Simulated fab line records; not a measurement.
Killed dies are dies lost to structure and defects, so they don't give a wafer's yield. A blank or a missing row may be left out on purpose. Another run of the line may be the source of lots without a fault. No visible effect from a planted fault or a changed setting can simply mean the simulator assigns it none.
Which tool is to blame? ; flow n5_finfet ; 12 lots, 34 wafers sampled, at 5 steps of a route of 1938

WHAT THE GAUGES SHOWED, per wafer
Not one reading of a measure or inspect step in the record can be checked against a usual standard deviation.

EACH LOT AND THE TOOL THAT RAN IT (in order: tool; ch and the chambers of the sampled wafers; start)
lot;N5_BEOL_M5_STRIP_36;N5_BEOL_M5_CVD_47;N5_BEOL_M5_SPUTTER_81;N5_BEOL_M5_ANNEAL_84;N5_PASSIVATION_PROBE_49
L225;rie_diel-02 ch 1,2,3, day 7 21:02;cvd_co-01 ch 0,1,2, day 7 22:38;pvd_sputter-02, day 8 01:05;pvd_sputter-02, day 8 02:15;-
L227;rie_diel-01 ch 0,1, day 8 17:04;cvd_co-01 ch 0,1, day 8 18:27;pvd_sputter-03, day 8 19:43;pvd_sputter-03, day 8 20:53;-
L228;rie_diel-01 ch 1,3, day 8 22:23;cvd_co-02 ch 0,1,2, day 8 23:41;pvd_sputter-02, day 9 00:59;pvd_sputter-02, day 9 02:09;prober-01, day 13 08:55
L231;rie_diel-03 ch 0,1, day 9 14:25;cvd_co-02 ch 0,2, day 9 16:44;pvd_sputter-03, day 9 17:59;pvd_sputter-03, day 9 19:10;-
L233;rie_diel-02 ch 1,2, day 10 05:56;cvd_co-02 ch 1,2, day 10 07:13;pvd_sputter-02, day 10 08:28;pvd_sputter-02, day 10 09:38;-
L240;rie_diel-02 ch 0,2,3, day 12 14:02;cvd_co-01 ch 0,1, day 12 16:54;pvd_sputter-01, day 12 18:11;pvd_sputter-01, day 12 19:21;-
L242;rie_diel-03 ch 1,2,3, day 12 19:21;cvd_co-01 ch 0,1,2, day 12 20:41;pvd_sputter-02, day 12 21:56;pvd_sputter-02, day 12 23:07;-
L243;rie_diel-03 ch 0,1,2, day 13 13:55;cvd_co-02 ch 1,2, day 13 16:28;pvd_sputter-01, day 13 17:43;pvd_sputter-01, day 13 18:52;prober-02, day 18 02:08
L245;rie_diel-01 ch 0,3, day 13 13:55;cvd_co-01 ch 0,1,2, day 13 16:30;pvd_sputter-02, day 13 17:47;pvd_sputter-02, day 13 18:57;-
L246;rie_diel-01 ch 0,2,3, day 13 23:55;cvd_co-01 ch 1,2, day 14 01:44;pvd_sputter-01, day 14 02:59;pvd_sputter-01, day 14 04:09;-
L247;rie_diel-01 ch 0,2,3, day 14 12:11;cvd_co-02 ch 1,2, day 14 13:31;pvd_sputter-02, day 14 14:49;pvd_sputter-02, day 14 15:59;-
L248;rie_diel-01 ch 1,2,3, day 14 21:08;cvd_co-02 ch 0,2, day 14 22:20;pvd_sputter-03, day 14 23:38;pvd_sputter-03, day 15 00:49;-
- N5_BEOL_M5_STRIP_36: strips in N2/H2.
- N5_BEOL_M5_CVD_47: deposits Co from CCTBA/H2, target thk 3 nm, time 216 s.
- N5_BEOL_M5_SPUTTER_81: material Cu, target thk 15 nm, time 27.62 s.
- N5_BEOL_M5_ANNEAL_84: time 1800 s.
- N5_PASSIVATION_PROBE_49

AS READ BY THE TOOLS THEMSELVES (means over the sampled wafers that have a number; for cases with no such wafer, the mark the record gives instead)
N5_BEOL_M5_STRIP_36. Usual: chamber_pressure_mTorr 20.00 mTorr, standard deviation 0.031; drypump_motor_current_A 5.7 A, standard deviation 0.49; oes_product_au 0.77 a.u., standard deviation 0.089; rf_vpp_V 59.3 V, standard deviation 1.4; showerhead_plenum_p_Torr 2.53 Torr, standard deviation 0.087; throttle_valve_pct 23.7 %, standard deviation 0.33.
lot;tool;chamber_pressure_mTorr (mTorr);drypump_motor_current_A (A);oes_product_au (a.u.);rf_vpp_V (V);showerhead_plenum_p_Torr (Torr);throttle_valve_pct (%);flag
L225;rie_diel-02;19.98;5.8;0.78;59.8;2.53;23.5;
L227;rie_diel-01;20.00;6.2;0.74;59.9;2.45;23.2;
L228;rie_diel-01;19.98;6.6;0.70;57.8;2.48;23.5;
L231;rie_diel-03;19.98;5.7;0.72;60.9;2.52;24.1;
L233;rie_diel-02;19.96;5.9;0.72;58.0;2.46;23.6;
L240;rie_diel-02;20.01;5.5;0.79;60.1;2.50;23.6;
L242;rie_diel-03;19.99;5.3;0.81;57.9;2.51;23.8;
L243;rie_diel-03;19.97;5.5;0.89;59.7;2.53;23.7;
L245;rie_diel-01;20.01;5.9;0.79;60.2;2.58;23.4;
L246;rie_diel-01;20.00;6.0;0.82;58.3;2.55;23.6;
L247;rie_diel-01;20.04;6.0;0.82;59.4;2.55;23.6;
L248;rie_diel-01;19.99;6.3;0.86;58.0;2.60;23.6;

N5_BEOL_M5_CVD_47. Usual: run_length_s reads 238.6 s (standard deviation 0.46).
lot;tool;run_length_s (s);flag
L225;cvd_co-01;239.0;
L227;cvd_co-01;238.8;
L228;cvd_co-02;238.3;
L231;cvd_co-02;297.8;OFF
L233;cvd_co-02;298.4;OFF
L240;cvd_co-01;238.8;
L242;cvd_co-01;238.8;
L243;cvd_co-02;238.4;
L245;cvd_co-01;238.6;
L246;cvd_co-01;238.8;
L247;cvd_co-02;238.7;
L248;cvd_co-02;238.4;

N5_BEOL_M5_SPUTTER_81. Usual: throttle_valve_pct reads 29.8 % (standard deviation 1.1).
lot;tool;throttle_valve_pct (%);flag
L225;pvd_sputter-02;29.3;
L227;pvd_sputter-03;29.2;
L228;pvd_sputter-02;28.8;
L231;pvd_sputter-03;31.0;
L233;pvd_sputter-02;29.8;
L240;pvd_sputter-01;29.5;
L242;pvd_sputter-02;29.5;
L243;pvd_sputter-01;29.5;
L245;pvd_sputter-02;30.3;
L246;pvd_sputter-01;30.0;
L247;pvd_sputter-02;29.4;
L248;pvd_sputter-03;30.6;

N5_BEOL_M5_ANNEAL_84. Usual: heater_power_w reads 833 W (standard deviation 71).
lot;tool;heater_power_w (W);flag
L225;pvd_sputter-02;907;
L227;pvd_sputter-03;857;
L228;pvd_sputter-02;895;
L231;pvd_sputter-03;810;
L233;pvd_sputter-02;886;
L240;pvd_sputter-01;760;
L242;pvd_sputter-02;906;
L243;pvd_sputter-01;789;
L245;pvd_sputter-02;870;
L246;pvd_sputter-01;762;
L247;pvd_sputter-02;909;
L248;pvd_sputter-03;768;

N5_PASSIVATION_PROBE_49. Usual: defect_limited_yield 91.1 %, standard deviation 1.5; killed_at_M0_to_M3 37, standard deviation 11; killed_at_M4_up 13, standard deviation 5.6; killed_at_contacts 12, standard deviation 5.6; killed_at_front_end 39, standard deviation 11; killed_at_other 4, standard deviation 3.1; killed_dies 105, standard deviation 18; killed_open 69, standard deviation 13; killed_short 35, standard deviation 7.4; sort_bin_5_function 5.1 %, standard deviation 0.92; sort_bin_6_memory 3.4 %, standard deviation 0.76; sort_bin_8_speed 0.02 %, standard deviation 0.11; sort_n_pass 1075, standard deviation 18; sort_yield_pct 91.1 %, standard deviation 1.5.
lot;tool;defect_limited_yield (%);killed_at_M0_to_M3;killed_at_M4_up;killed_at_contacts;killed_at_front_end;killed_at_other;killed_dies;killed_open;killed_short;sort_bin_5_function (%);sort_bin_6_memory (%);sort_bin_8_speed (%);sort_n_pass;sort_yield_pct (%);flag
L228;prober-01;91.2;38;16;10;35;4;104;68;31;5.1;3.4;0.00;1076;91.2;
L243;prober-02;90.6;33;20;19;38;1;111;70;38;4.9;4.2;0.00;1069;90.6;

THE ANSWER, worked out from the rows above alone
Rule: a lot is off if the mean of its wafers that have a number lies more than 3 standard deviations from the usual mean. A lot without any number at a reading at which 4 lots or more have one is off too. The other lots that the step has rows for count as sound. Order of review: gauges by route order, followed by the tools' own readings, for which a lot's mean as printed above is used. The first step at which some lot is off is used, and at that step the reading that is off furthest; a lot without a number counts as furthest.
Off, at N5_BEOL_M5_CVD_47 on run_length_s: L231, L233.
A tool fits if, at that step or a process step before it, it ran every lot that is off, and no sound lot after the first of them. None of those tried fits.

WHAT THE SIMULATOR HAD INSERTED
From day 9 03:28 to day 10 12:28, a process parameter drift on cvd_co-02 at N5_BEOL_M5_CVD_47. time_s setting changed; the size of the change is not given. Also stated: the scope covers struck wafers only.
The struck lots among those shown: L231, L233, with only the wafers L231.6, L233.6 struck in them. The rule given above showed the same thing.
